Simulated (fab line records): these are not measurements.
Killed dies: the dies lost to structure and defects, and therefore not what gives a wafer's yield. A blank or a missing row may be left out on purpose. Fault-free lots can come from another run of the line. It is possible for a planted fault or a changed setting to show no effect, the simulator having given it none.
Chamber matching + flow n5Finfet + N5_SD_EPI_P_ETCH_16 on rieDiel-04 has 4 sister chambers
The step etches SiO2 in CHF3/O2, target depth 5 nm. 7 wafers are shown with their chamber, then 9 later ones without.

== WAFERS, EACH WITH ITS CHAMBER ==
| wafer  | chamber | drypumpMotorCurrentA (A) | rfVppV (V) |
|--------|---------|--------------------------|------------|
| L079.5 | 3       | 5.7                      | 520        |
| L084.2 | 3       | 5.7                      | 519        |
| L084.3 | 0       | 5.1                      | 510        |
| L084.6 | 1       | 5.8                      | 526        |
| L089.1 | 1       | 5.9                      | 525        |
| L089.2 | 2       | 5.6                      | 536        |
| L089.6 | 2       | 5.6                      | 536        |

== WAFERS WITHOUT THEIR CHAMBER ==
| wafer  | drypumpMotorCurrentA (A) | rfVppV (V) |
|--------|--------------------------|------------|
| L091.2 | 5.6                      | 536        |
| L091.3 | 5.1                      | 510        |
| L091.6 | 5.7                      | 520        |
| L092.1 | 5.7                      | 520        |
| L092.2 | 5.6                      | 534        |
| L092.5 | 5.1                      | 510        |
| L093.1 | 5.1                      | 509        |
| L093.2 | 5.5                      | 536        |
| L093.5 | 5.6                      | 535        |

== EACH ONE'S CHAMBER ==
| wafer  | from the rows above | in truth |
|--------|---------------------|----------|
| L091.2 | 2                   | 2        |
| L091.3 | 0                   | 0        |
| L091.6 | 3                   | 3        |
| L092.1 | 3                   | 3        |
| L092.2 | 2                   | 2        |
| L092.5 | 0                   | 0        |
| L093.1 | 0                   | 0        |
| L093.2 | 2                   | 2        |
| L093.5 | 2                   | 2        |
Placed correctly: 9 of 9. Not placeable from these rows: 0. Placed wrongly: 0.
How it was worked out, from the rows above alone: a wafer's distance from a chamber is the root of the sum, over the readings, of the square of ((its reading less the chamber's mean) divided by the reading's scatter). If the next closest chamber is less than 2 further off than the closest, the wafer can't be placed; otherwise it belongs to the closest. The mean given for a chamber averages the wafers shown for that chamber. The scatter: take each reading less its chamber's mean, square it, sum over the shown wafers, divide by the number of wafers less the number of chambers, and take the root.
